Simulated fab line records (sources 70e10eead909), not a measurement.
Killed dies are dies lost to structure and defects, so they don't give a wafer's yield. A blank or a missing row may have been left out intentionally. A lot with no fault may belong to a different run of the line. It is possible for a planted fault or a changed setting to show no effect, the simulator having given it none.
A struck lot beside a sound one	flow nand-harc	15 out of 1159 route steps
Sound: these wafers, L668.1, L668.2, L668.4. Struck: wafer L678.2. (L678.4 of the same lot was not struck and is left out.) The cause comes at the end.
Each step with rows lists, per side, the tool, then ch with its chambers, then its first start. Under that, the readings that differ: sound wafers	struck wafers	difference of the means	sigmas: that difference in standard deviations of wafers without a fault.
alike: readings whose means differ by less than 2 such deviations, and words and numbers that are the same on both sides. not compared: withheld readings, readings that some wafer has no value for, bounds like >300 that may hide the same value, and numbers for which the record gives no deviation and whose values overlap.
A row with sigmas, a row that says differs or no value, or rows on one side alone: a step with any of these is where the two part. Numbers that have no deviation but don't overlap get no sigmas and don't part them. A reading that every wafer of one side lacks parts them only if that side has two wafers or more.

first, 1 step without rows for these wafers: NHARC_A_ONON_D1_DEP_09 (target thk 1000 nm).
NHARC_A_ONON_D1_THK_MEAS_11: measures by ellipsometry.
  sound on film-metro-02, day 8 12:05; struck on film-metro-02, day 10 19:45
  alike: thk-nm
next comes 1 step that has no rows for these wafers: NHARC_A_ONON_D1_DEP_12 (target thickness 1000 nm).
NHARC_A_ONON_D1_THK_MEAS_14: measures by ellipsometry.
  sound on film-metro-02, day 8 12:39; struck on film-metro-02, day 10 20:19
  alike: thk-nm
then, 2 steps without rows for these wafers: NHARC_A_ONON_D1_ANNEAL_15 (time 3600 s); NHARC_A_ONON_D1_DEP_16 (target thk 1000 nm).
NHARC_A_ONON_D1_THK_MEAS_18: measures by ellipsometry.
  sound on film-metro-02, day 8 19:45; struck on film-metro-02, day 11 06:46
reading	sound	struck	difference	sigmas
thk-nm (nm)	1011 1012 1012	991	-21	-2
next comes 1 step that has no rows for these wafers: NHARC_A_ONON_D1_DEP_19 (target thickness 1000 nm).
NHARC_A_ONON_D1_THK_MEAS_21: measures by ellipsometry.
  sound on film-metro-02, day 8 20:19; struck on film-metro-02, day 11 07:28
  alike: thk-nm
next comes 1 step that has no rows for these wafers: NHARC_A_ONON_D1_DEP_22 (target thickness 1000 nm).
NHARC_A_ONON_D1_THK_MEAS_24: measures by ellipsometry.
  sound on film-metro-02, day 8 20:53; struck on film-metro-02, day 11 08:10
  alike: thk-nm
NHARC_A_ONON_D1_DEP_25: target thk 1000 nm.
  sound on pecvd-onon-03 ch 0, day 8 20:56; struck on pecvd-onon-02 ch 0, day 11 08:25
  alike: n2o-flow-sccm, susceptor-temp-C
NHARC_A_ONON_D1_THK_MEAS_27: measures by ellipsometry.
  sound on film-metro-02, day 8 21:27; struck on film-metro-02, day 11 08:52
reading	sound	struck	difference	sigmas
thk-nm (nm)	1008 1009 1008	391	-617	-76
next comes 1 step that has no rows for these wafers: NHARC_A_ONON_D1_DEP_28 (target thickness 1000 nm).
-- record jumps: 11 days between struck wafers' starts before vs after; left off in module A_ONON_D1, resumes in module END, first step shown is number 1159 of the route --
NHARC_END_SORT_01:
  only the struck wafers appear in the record here, on prober-01 ch 0 at day 22 12:24; the sound ones have no rows

## WHERE THEY PART
Last at NHARC_END_SORT_01 as far as this record goes, first at NHARC_A_ONON_D1_THK_MEAS_18.

WHY: what had been put in by the simulator
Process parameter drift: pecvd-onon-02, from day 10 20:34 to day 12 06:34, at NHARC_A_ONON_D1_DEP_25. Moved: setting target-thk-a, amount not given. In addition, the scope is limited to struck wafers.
